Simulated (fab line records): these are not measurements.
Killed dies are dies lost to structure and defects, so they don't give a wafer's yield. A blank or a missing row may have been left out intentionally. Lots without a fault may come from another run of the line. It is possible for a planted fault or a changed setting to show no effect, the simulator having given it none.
Matching of chambers || flow n5_finfet || ald_metal-02 running N5_BEOL_M4_ALD_84: 4 sister chambers
The step deposits TaN, pulse time 2 s, purge time 3 s, co reactant purge time 2 s. 18 wafers are shown with their chamber, then 9 later ones without.

== EACH WAFER AND ITS CHAMBER ==
{"wafer": "L075.1", "chamber": 0, "heater_power_outer_w (W)": 221, "heater_power_w (W)": 400, "susceptor_temp_C (C)": 274.89}
{"wafer": "L075.3", "chamber": 2, "heater_power_outer_w (W)": 225, "heater_power_w (W)": 375, "susceptor_temp_C (C)": 275.16}
{"wafer": "L075.6", "chamber": 3, "heater_power_outer_w (W)": 240, "heater_power_w (W)": 412, "susceptor_temp_C (C)": 275.10}
{"wafer": "L078.2", "chamber": 0, "heater_power_outer_w (W)": 218, "heater_power_w (W)": 400, "susceptor_temp_C (C)": 275.20}
{"wafer": "L078.3", "chamber": 1, "heater_power_outer_w (W)": 237, "heater_power_w (W)": 410, "susceptor_temp_C (C)": 275.22}
{"wafer": "L078.5", "chamber": 3, "heater_power_outer_w (W)": 239, "heater_power_w (W)": 414, "susceptor_temp_C (C)": 275.14}
{"wafer": "L082.1", "chamber": 1, "heater_power_outer_w (W)": 237, "heater_power_w (W)": 403, "susceptor_temp_C (C)": 275.05}
{"wafer": "L082.2", "chamber": 2, "heater_power_outer_w (W)": 224, "heater_power_w (W)": 382, "susceptor_temp_C (C)": 274.86}
{"wafer": "L082.4", "chamber": 3, "heater_power_outer_w (W)": 244, "heater_power_w (W)": 420, "susceptor_temp_C (C)": 275.02}
{"wafer": "L087.2", "chamber": 3, "heater_power_outer_w (W)": 241, "heater_power_w (W)": 406, "susceptor_temp_C (C)": 275.26}
{"wafer": "L087.5", "chamber": 1, "heater_power_outer_w (W)": 239, "heater_power_w (W)": 414, "susceptor_temp_C (C)": 274.89}
{"wafer": "L087.6", "chamber": 0, "heater_power_outer_w (W)": 218, "heater_power_w (W)": 388, "susceptor_temp_C (C)": 274.80}
{"wafer": "L089.1", "chamber": 3, "heater_power_outer_w (W)": 237, "heater_power_w (W)": 409, "susceptor_temp_C (C)": 275.09}
{"wafer": "L089.3", "chamber": 1, "heater_power_outer_w (W)": 233, "heater_power_w (W)": 418, "susceptor_temp_C (C)": 274.81}
{"wafer": "L089.5", "chamber": 2, "heater_power_outer_w (W)": 223, "heater_power_w (W)": 379, "susceptor_temp_C (C)": 275.09}
{"wafer": "L092.1", "chamber": 0, "heater_power_outer_w (W)": 221, "heater_power_w (W)": 395, "susceptor_temp_C (C)": 274.87}
{"wafer": "L092.2", "chamber": 3, "heater_power_outer_w (W)": 238, "heater_power_w (W)": 415, "susceptor_temp_C (C)": 275.02}
{"wafer": "L092.6", "chamber": 1, "heater_power_outer_w (W)": 245, "heater_power_w (W)": 405, "susceptor_temp_C (C)": 274.99}

SIGNATURES (averages over the wafers above)
{"reading": "heater_power_outer_w", "chamber 0": 219.50, "chamber 1": 238.20, "chamber 2": 224.00, "chamber 3": 239.83, "scatter within a chamber": 2.91}
{"reading": "heater_power_w", "chamber 0": 395.75, "chamber 1": 410.00, "chamber 2": 378.67, "chamber 3": 412.67, "scatter within a chamber": 5.31}
{"reading": "susceptor_temp_C", "chamber 0": 274.9400, "chamber 1": 274.9920, "chamber 2": 275.0367, "chamber 3": 275.1050, "scatter within a chamber": 0.142}
Rule: distance of a wafer from a chamber = root of the sum over the readings of ((wafer's reading minus chamber's mean) / reading's scatter) squared. The wafer belongs to the nearest chamber; if the next one is less than 2 further off, it can't be placed. How the scatter is found: for the shown wafers, subtract from each reading the mean of its chamber, square and add these, divide the total by (wafers less chambers), then take the root.

== WAFERS WITHOUT THEIR CHAMBER ==
{"wafer": "L094.1", "heater_power_outer_w (W)": 221, "heater_power_w (W)": 393, "susceptor_temp_C (C)": 274.98}
{"wafer": "L094.5", "heater_power_outer_w (W)": 229, "heater_power_w (W)": 393, "susceptor_temp_C (C)": 275.20}
{"wafer": "L094.6", "heater_power_outer_w (W)": 241, "heater_power_w (W)": 416, "susceptor_temp_C (C)": 274.80}
{"wafer": "L095.2", "heater_power_outer_w (W)": 224, "heater_power_w (W)": 386, "susceptor_temp_C (C)": 275.48}
{"wafer": "L095.3", "heater_power_outer_w (W)": 236, "heater_power_w (W)": 410, "susceptor_temp_C (C)": 275.38}
{"wafer": "L095.5", "heater_power_outer_w (W)": 228, "heater_power_w (W)": 394, "susceptor_temp_C (C)": 275.19}
{"wafer": "L097.2", "heater_power_outer_w (W)": 242, "heater_power_w (W)": 406, "susceptor_temp_C (C)": 275.01}
{"wafer": "L097.3", "heater_power_outer_w (W)": 239, "heater_power_w (W)": 405, "susceptor_temp_C (C)": 274.78}
{"wafer": "L097.6", "heater_power_outer_w (W)": 238, "heater_power_w (W)": 406, "susceptor_temp_C (C)": 274.61}

== WHICH CHAMBER EACH WENT THROUGH ==
{"wafer": "L094.1", "from the rows above": 0, "in truth": 0}
{"wafer": "L094.5", "from the rows above": "can't be placed: 2 or 0 or 1 or 3", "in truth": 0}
{"wafer": "L094.6", "from the rows above": "can't be placed: 1 or 3", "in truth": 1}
{"wafer": "L095.2", "from the rows above": "can't be placed: 2 or 0", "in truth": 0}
{"wafer": "L095.3", "from the rows above": "can't be placed: 3 or 1", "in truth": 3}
{"wafer": "L095.5", "from the rows above": "can't be placed: 2 or 0 or 1", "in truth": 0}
{"wafer": "L097.2", "from the rows above": "can't be placed: 1 or 3", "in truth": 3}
{"wafer": "L097.3", "from the rows above": "can't be placed: 1 or 3", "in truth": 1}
{"wafer": "L097.6", "from the rows above": "can't be placed: 1 or 3", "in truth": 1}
Correct placement for 1 of the 9. Cannot be placed on the basis of these rows: 8; the candidates contain the true chamber in 8. 0 placed wrongly.
